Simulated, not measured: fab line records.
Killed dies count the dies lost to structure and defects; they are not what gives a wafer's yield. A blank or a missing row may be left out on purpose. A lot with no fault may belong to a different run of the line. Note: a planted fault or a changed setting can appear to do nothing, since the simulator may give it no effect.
Split-lot experiment :: flow n5 finfet :: 7 lots, 21 wafers read, on a route of 1938 steps

THE SPLIT
At N5_BEOL_M11_PECVD_70 (deposits SiO2 from TEOS/O2, target thk 20 nm, time 22.7 s), the setting time s was moved away from the recipe's 22.7 s on 4 of the 21 wafers read, by -14.7% to -4.5%. This setting was run at the recipe's value on the other wafers.

The reading is taken at the split's own step.

THE READING
SiO2_of_BEOL_M11_PECVD_70.thk nm (the simulator's own value, which no gauge read), in nm, at N5_BEOL_M11_PECVD_70 (deposits SiO2 from TEOS/O2, target thk 20 nm, time 22.7 s). No usual value for it is given in the file. The 17 wafers here that ran the recipe average 19.8 nm, standard deviation 0.2 nm.

wafer: L077.1
tool, chamber at the split: pecvd-01, 1
time s as run, s: 22.7
against the recipe: recipe
SiO2_of_BEOL_M11_PECVD_70.thk nm, nm: 19.6
against lot-mates on the recipe: -

wafer: L077.2
tool, chamber at the split: pecvd-01, 0
time s as run, s: 21.68
against the recipe: -4.5%
SiO2_of_BEOL_M11_PECVD_70.thk nm, nm: 18.8
against lot-mates on the recipe: -0.9

wafer: L077.6
tool, chamber at the split: pecvd-01, 1
time s as run, s: 22.7
against the recipe: recipe
SiO2_of_BEOL_M11_PECVD_70.thk nm, nm: 19.8
against lot-mates on the recipe: -

wafer: L081.1
tool, chamber at the split: pecvd-04, 0
time s as run, s: 22.7
against the recipe: recipe
SiO2_of_BEOL_M11_PECVD_70.thk nm, nm: 19.8
against lot-mates on the recipe: -

wafer: L081.3
tool, chamber at the split: pecvd-04, 2
time s as run, s: 21.31
against the recipe: -6.1%
SiO2_of_BEOL_M11_PECVD_70.thk nm, nm: 18.6
against lot-mates on the recipe: -1.2

wafer: L081.4
tool, chamber at the split: pecvd-04, 0
time s as run, s: 21.31
against the recipe: -6.1%
SiO2_of_BEOL_M11_PECVD_70.thk nm, nm: 18.8
against lot-mates on the recipe: -1.0

wafer: L084.1
tool, chamber at the split: pecvd-01, 1,2,2
time s as run, s: 22.7
against the recipe: recipe
SiO2_of_BEOL_M11_PECVD_70.thk nm, nm: 20
against lot-mates on the recipe: -

wafer: L084.2
tool, chamber at the split: pecvd-01, 1,2,2
time s as run, s: 22.7
against the recipe: recipe
SiO2_of_BEOL_M11_PECVD_70.thk nm, nm: 20
against lot-mates on the recipe: -

wafer: L084.5
tool, chamber at the split: pecvd-01, 1,2,2
time s as run, s: 22.7
against the recipe: recipe
SiO2_of_BEOL_M11_PECVD_70.thk nm, nm: 20
against lot-mates on the recipe: -

wafer: L085.1
tool, chamber at the split: pecvd-01, 1
time s as run, s: 22.7
against the recipe: recipe
SiO2_of_BEOL_M11_PECVD_70.thk nm, nm: 19.6
against lot-mates on the recipe: -

wafer: L085.3
tool, chamber at the split: pecvd-01, 1
time s as run, s: 22.7
against the recipe: recipe
SiO2_of_BEOL_M11_PECVD_70.thk nm, nm: 19.6
against lot-mates on the recipe: -

wafer: L085.4
tool, chamber at the split: pecvd-01, 1
time s as run, s: 22.7
against the recipe: recipe
SiO2_of_BEOL_M11_PECVD_70.thk nm, nm: 19.8
against lot-mates on the recipe: -

wafer: L088.2
tool, chamber at the split: pecvd-04, 0
time s as run, s: 22.7
against the recipe: recipe
SiO2_of_BEOL_M11_PECVD_70.thk nm, nm: 19.8
against lot-mates on the recipe: -

wafer: L088.5
tool, chamber at the split: pecvd-04, 0
time s as run, s: 22.7
against the recipe: recipe
SiO2_of_BEOL_M11_PECVD_70.thk nm, nm: 19.8
against lot-mates on the recipe: -

wafer: L088.6
tool, chamber at the split: pecvd-04, 2
time s as run, s: 19.36
against the recipe: -14.7%
SiO2_of_BEOL_M11_PECVD_70.thk nm, nm: 17.4
against lot-mates on the recipe: -2.4

wafer: L096.1
tool, chamber at the split: pecvd-01, 0,2
time s as run, s: 22.7
against the recipe: recipe
SiO2_of_BEOL_M11_PECVD_70.thk nm, nm: 19.6
against lot-mates on the recipe: -

wafer: L096.3
tool, chamber at the split: pecvd-01, 0,2
time s as run, s: 22.7
against the recipe: recipe
SiO2_of_BEOL_M11_PECVD_70.thk nm, nm: 19.6
against lot-mates on the recipe: -

wafer: L096.4
tool, chamber at the split: pecvd-01, 1
time s as run, s: 22.7
against the recipe: recipe
SiO2_of_BEOL_M11_PECVD_70.thk nm, nm: 20
against lot-mates on the recipe: -

wafer: L097.1
tool, chamber at the split: pecvd-01, 0
time s as run, s: 22.7
against the recipe: recipe
SiO2_of_BEOL_M11_PECVD_70.thk nm, nm: 19.4
against lot-mates on the recipe: -

wafer: L097.3
tool, chamber at the split: pecvd-01, 2
time s as run, s: 22.7
against the recipe: recipe
SiO2_of_BEOL_M11_PECVD_70.thk nm, nm: 19.8
against lot-mates on the recipe: -

wafer: L097.6
tool, chamber at the split: pecvd-01, 1
time s as run, s: 22.7
against the recipe: recipe
SiO2_of_BEOL_M11_PECVD_70.thk nm, nm: 20.2
against lot-mates on the recipe: -
When a row names more than one chamber, that row covers several wafers, and the file does not tell which wafer ran in which chamber.

THE FIT
A straight line over all 21 wafers: SiO2_of_BEOL_M11_PECVD_70.thk nm changes by +0.169 nm for each +1% of time s; r = +0.95; the points scatter about the line by 0.2 nm.
The same after taking each lot's own level away (the mean of its wafers on the recipe; 21 wafers): +0.169 nm for each +1%; r = +0.97; scatter 0.17 nm.
The reading moves by 2.5 nm for the largest change in time s, on that fit.
The span of the lots' own levels, 19.67 to 20.00 nm, comes to 1.7 times the standard deviation stated above.
So the lot-to-lot level changes the slope little: the two slopes agree.
Check: for one of the wafers moved furthest among these (-14.7%), held out of the fit, the line's prediction against its lot-mates is -2.71 nm. It came out at -2.4 nm against them.

OTHER SPLITS ON THESE WAFERS
Other splits were also applied to these wafers ahead of the reading. Each is held against what the fit with the lots' levels taken away leaves over:
other split on the same wafers: N5_BEOL_M8_ILD_DEP_00 time s
wafers away from the commonest value: 5
r with SiO2_of_BEOL_M11_PECVD_70.thk nm (lot level and that fit taken away): +0.17

other split on the same wafers: N5_BEOL_M8_DESCUM_16 time s
wafers away from the commonest value: 8
r with SiO2_of_BEOL_M11_PECVD_70.thk nm (lot level and that fit taken away): +0.14

other split on the same wafers: N5_BEOL_M9_DESCUM_16 time s
wafers away from the commonest value: 7
r with SiO2_of_BEOL_M11_PECVD_70.thk nm (lot level and that fit taken away): +0.12

other split on the same wafers: N5_BEOL_M9_COAT_22 spin rpm
wafers away from the commonest value: 8
r with SiO2_of_BEOL_M11_PECVD_70.thk nm (lot level and that fit taken away): -0.15

other split on the same wafers: N5_BEOL_M9_ALD_74 ald cycles
wafers away from the commonest value: 7
r with SiO2_of_BEOL_M11_PECVD_70.thk nm (lot level and that fit taken away): -0.04

THE FILE'S OWN FIT
SiO2_of_BEOL_M11_PECVD_70.thk nm changes by +0.168 nm for each +1% of time s, r = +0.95.
